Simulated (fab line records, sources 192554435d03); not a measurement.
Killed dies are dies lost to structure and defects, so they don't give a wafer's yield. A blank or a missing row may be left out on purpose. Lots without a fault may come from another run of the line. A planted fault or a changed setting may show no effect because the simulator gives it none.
One fault seen from 2 desks | flow n5_finfet | each desk has only its own numbers; what lay behind them comes last

THE TOOL OWNER'S DESK: ald_metal-03
The tool's own readings at N5_HKMG_FIN_NWFM_ALD_20 (deposits TiAlC, target thk 2 nm, pulse time 3 s, purge time 2 s): means of the sampled wafers that have a number, for each lot that ran on this tool. A lot is out of limits, marked OUT, if its mean lies more than 4 standard deviations from the usual mean; the brackets give that distance.
Columns: A = heater_power_w at N5_HKMG_FIN_NWFM_ALD_20, usual 511 W; B = precursor_pulse_height_rel at N5_HKMG_FIN_NWFM_ALD_20, usual 0.999
lot  | first seen here | A   | B
L733 | day 7 09:35     | 522 | 0.998
L736 | day 7 22:35     | 501 | 0.995
L738 | day 8 11:20     | 540 | 1.018
This desk's finding: nothing out of limits on any of the 3 lots.

THE METROLOGY DESK
What the gauges read, lot by lot, whatever tool the lot ran on: means of the sampled wafers that have a number. A lot is out of limits, marked OUT, if its mean lies more than 4 standard deviations from the usual mean; the brackets give that distance. Of its 10 readings 7 are shown: those that lie furthest out on some lot.
Columns: A = DIBL_N at N5_BEOL_M4_RC_MEAS_101, usual 36.2 mV/V; B = DIBL_P at N5_BEOL_M4_RC_MEAS_101, usual 36.5 mV/V; C = ION_N at N5_BEOL_M4_RC_MEAS_101, usual 675 uA/um; D = ION_P at N5_BEOL_M4_RC_MEAS_101, usual 463 uA/um; E = SS_N at N5_BEOL_M4_RC_MEAS_101, usual 71.6 mV/dec; F = SS_P at N5_BEOL_M4_RC_MEAS_101, usual 73.4 mV/dec; G = VT_P at N5_BEOL_M4_RC_MEAS_101, usual -250 mV
lot  | first seen here | A    | B    | C   | D   | E    | F    | G
L722 | day 7 23:13     | 36.7 | 34.4 | 670 | 456 | 72.3 | 72.9 | -252
L733 | day 11 08:16    | 35.1 | 34.5 | 690 | 474 | 71.8 | 72.8 | -248
L735 | day 11 17:09    | 36.2 | 37.2 | 681 | 463 | 71.0 | 73.0 | -256
L736 | day 12 10:06    | 38.5 | 36.5 | 661 | 454 | 71.8 | 74.5 | -251
L738 | day 12 16:37    | 33.9 | 33.5 | 670 | 465 | 71.1 | 72.4 | -250
L741 | day 12 22:43    | 36.1 | 36.7 | 672 | 465 | 72.1 | 73.4 | -247
This desk's finding: nothing out of limits on any of the 6 lots.

PUT TOGETHER
The tool owner's desk saw nothing out of limits.
The metrology desk saw nothing out of limits.

WHAT THE SIMULATOR HAD PUT IN
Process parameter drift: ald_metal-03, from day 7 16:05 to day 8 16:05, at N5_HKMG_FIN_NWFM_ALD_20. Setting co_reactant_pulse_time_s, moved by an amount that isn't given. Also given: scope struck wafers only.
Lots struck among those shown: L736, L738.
